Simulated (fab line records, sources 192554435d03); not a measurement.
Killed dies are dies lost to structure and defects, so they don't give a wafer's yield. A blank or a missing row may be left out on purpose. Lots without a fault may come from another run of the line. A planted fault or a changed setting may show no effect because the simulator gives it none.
A struck lot beside a sound one | flow n5_finfet | 44 steps out of a route of 1938
Sound: wafers L915.3, L915.4, L915.5. Struck: wafers L907.1, L907.4, L907.5. The cause comes at the end.
At each step with rows: each side's tool, then ch and its chambers, then its first start. Under that, the readings that differ: sound wafers | struck wafers | difference of the means | sigmas: that difference in standard deviations of wafers without a fault.
alike: readings whose means differ by less than 2 such deviations, and words and numbers that are the same on both sides. not compared: withheld readings, readings that some wafer has no value for, bounds like >300 that may hide the same value, and numbers for which the record gives no deviation and whose values overlap.
The two part at a step that has a row with sigmas, a row that says differs or no value, or rows on one side only. Numbers that don't overlap but have no deviation are shown without sigmas and don't part them. A reading that every wafer of one side lacks parts them only if that side has two wafers or more.

first, 8 steps without rows for these wafers: N5_WELL_APT_HMDS_01 (time 60 s); N5_WELL_APT_COAT_02 (resist thk 950 nm); N5_WELL_APT_EBR_04; N5_WELL_APT_SOFTBAKE_03 (time 60 s); N5_WELL_APT_EXPOSE_05 (exposes mask NWELL, defocus 0 nm, target cd 200 nm); N5_WELL_APT_PEB_06 (peb time 90 s); N5_WELL_APT_DEVELOP_07 (develop time 45 s); N5_WELL_APT_HARDBAKE_12 (time 120 s).
N5_WELL_APT_CD_MEAS_08: target cd 200 nm.
  sound on cd_sem-02 ch 0, day 5 13:49; struck on cd_sem-02 ch 0, day 3 13:42
  alike: cd_nm
N5_WELL_APT_OVL_MEAS_09:
  sound on overlay-01 ch 0, day 5 13:51; struck on overlay-01 ch 0, day 3 13:44
  alike: NWELL_OVL
N5_WELL_APT_INSPECT_10: inspects for defects (macro).
  sound on defect_inspect-02, day 5 13:52; struck on defect_inspect-01, day 3 13:46
  alike: raw_defect_count
N5_WELL_APT_DESCUM_13: chemistry O2, time 7.9 s.
  sound on rie_diel-06 ch 1,2,3, day 5 13:54; struck on rie_diel-05 ch 0,3, day 3 13:48
  alike: drypump_motor_current_A, oes_product_au, rf_vpp_V, showerhead_plenum_p_Torr, throttle_valve_pct
  not compared: rf_hours_counter_h
N5_WELL_APT_IMPLANT_14:
  sound on implanter-02 ch 0, day 5 14:04; struck on implanter-01 ch 0, day 3 13:54
  reading            | sound                            | struck                        | difference | sigmas
  dose_ions_cm2      | 1.5017e+13 1.5006e+13 1.4986e+13 | 6.232e+12 6.234e+12 6.207e+12 | -8.779e+12 | -99 or more
  faraday_current_uA | 191 193 185                      | 76 79 76                      | -113       | -30
then, 10 steps without rows for these wafers: N5_WELL_APT_IMPLANT_15; N5_WELL_APT_STRIP_16 (strips in SPM, time 900 s); N5_WELL_APT_HMDS_18 (time 60 s); N5_WELL_APT_COAT_19 (resist thk 950 nm); N5_WELL_APT_EBR_21; N5_WELL_APT_SOFTBAKE_20 (time 60 s); N5_WELL_APT_EXPOSE_22 (exposes mask PWELL, defocus 0 nm, target cd 200 nm); N5_WELL_APT_PEB_23 (peb time 90 s); N5_WELL_APT_DEVELOP_24 (develop time 45 s); N5_WELL_APT_HARDBAKE_29 (time 120 s).
N5_WELL_APT_CD_MEAS_25: target cd 200 nm.
  sound on cd_sem-02 ch 0, day 5 14:58; struck on cd_sem-02 ch 0, day 3 14:57
  alike: cd_nm
N5_WELL_APT_OVL_MEAS_26:
  sound on overlay-01 ch 0, day 5 14:59; struck on overlay-02 ch 0, day 3 14:59
  alike: PWELL_OVL
N5_WELL_APT_INSPECT_27: inspects for defects (macro).
  sound on defect_inspect-02, day 5 15:01; struck on defect_inspect-01, day 3 15:01
  alike: raw_defect_count
N5_WELL_APT_DESCUM_30: chemistry O2, time 7.9 s.
  sound on rie_diel-05 ch 1,3, day 5 15:33; struck on rie_diel-02 ch 0,1,2, day 3 15:15
  alike: drypump_motor_current_A, oes_product_au, rf_vpp_V, showerhead_plenum_p_Torr, throttle_valve_pct
  not compared: rf_hours_counter_h
then, 3 steps without rows for these wafers: N5_WELL_APT_IMPLANT_31; N5_WELL_APT_IMPLANT_32; N5_WELL_APT_STRIP_33 (strips in SPM, time 900 s).
N5_WELL_APT_RTA_34: time 10 s.
  sound on rtp_anneal-02 ch 0, day 5 16:21; struck on rtp_anneal-01 ch 0, day 3 16:01
  alike: lamp_power_pct, lamp_zone_7_pct, wafer_temp_C_max
then, 4 steps without rows for these wafers: N5_WELL_APT_OXIDE_STRIP_42 (strips SiO2 in dHF, time 45 s, target depth 12 nm); N5_WELL_APT_PRECLEAN_36 (cleans in O3/DIW, time 45 s); N5_WELL_APT_PRECLEAN_39 (cleans in dHF, time 60 s); N5_WELL_APT_SRD_37 (time 30 s).
N5_WELL_APT_EPI_41: deposits Si from SiH4/H2, target thk 50 nm, time 297.7 s.
  sound on epi_rpcvd-02 ch 0, day 5 16:45; struck on epi_rpcvd-03 ch 0, day 3 16:15
  reading            | sound          | struck         | difference | sigmas
  lamp_inner_pct (%) | 17.6 17.4 17.3 | 13.7 13.8 13.7 | -3.7       | -2
  alike: throttle_valve_pct
N5_WELL_APT_INSPECT_38: inspects for defects (darkfield).
  sound on defect_inspect-01, day 5 17:11; struck on defect_inspect-02, day 3 16:53
  alike: raw_defect_count
N5_PMOS_HMC_CHANNEL_EPI_HM_DEP_34: deposits SiO2 from TEOS/O2, target thk 36 nm, time 6.9 s.
  sound on pecvd-04 ch 0,1,2, day 5 17:13; struck on pecvd-04 ch 0,1,2, day 3 16:55
  alike: heater_power_w, showerhead_plenum_p_Torr, throttle_valve_pct
then, 4 steps without rows for these wafers: N5_PMOS_HMC_CHANNEL_EPI_COAT_31 (time 60 s, resist thk 66 nm); N5_PMOS_HMC_CHANNEL_EPI_COAT_03 (resist thk 205 nm); N5_PMOS_HMC_CHANNEL_EPI_EBR_05; N5_PMOS_HMC_CHANNEL_EPI_SOFTBAKE_04 (time 60 s).
-- the record jumps here: 7 days lie between the struck wafers' starts before and after (it left off in module PMOS_HMC_CHANNEL_EPI and takes up again in module BEOL_M4, whose first step shown is number 1111 of the route) --
N5_BEOL_M4_RC_MEAS_101:
  sound on prober-02 ch 0, day 12 23:17; struck on prober-01 ch 0, day 11 02:39
  reading           | sound          | struck         | difference | sigmas
  RS_NWELL (ohm/sq) | 1036 1031 1046 | 1701 1696 1710 | +665       | +87
  alike: DIBL_N, DIBL_P, IOFF_N, IOFF_P, ION_N, ION_P, SS_N, SS_P, VT_N, VT_P
-- the record jumps here: 4 days lie between the struck wafers' starts before and after (it left off in module BEOL_M4 and takes up again in module PASSIVATION, whose first step shown is number 1936 of the route) --
N5_PASSIVATION_PROBE_49:
  the record has rows for the struck wafers here (prober-01, day 15 13:29) and none for the sound ones

WHERE THEY PART
First at N5_WELL_APT_IMPLANT_14; last, within this record, at N5_PASSIVATION_PROBE_49.

WHY: what the simulator had put in
Process parameter drift: implanter-01, from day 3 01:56 on, at N5_WELL_APT_IMPLANT_14. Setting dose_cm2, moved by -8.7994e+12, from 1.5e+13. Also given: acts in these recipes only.
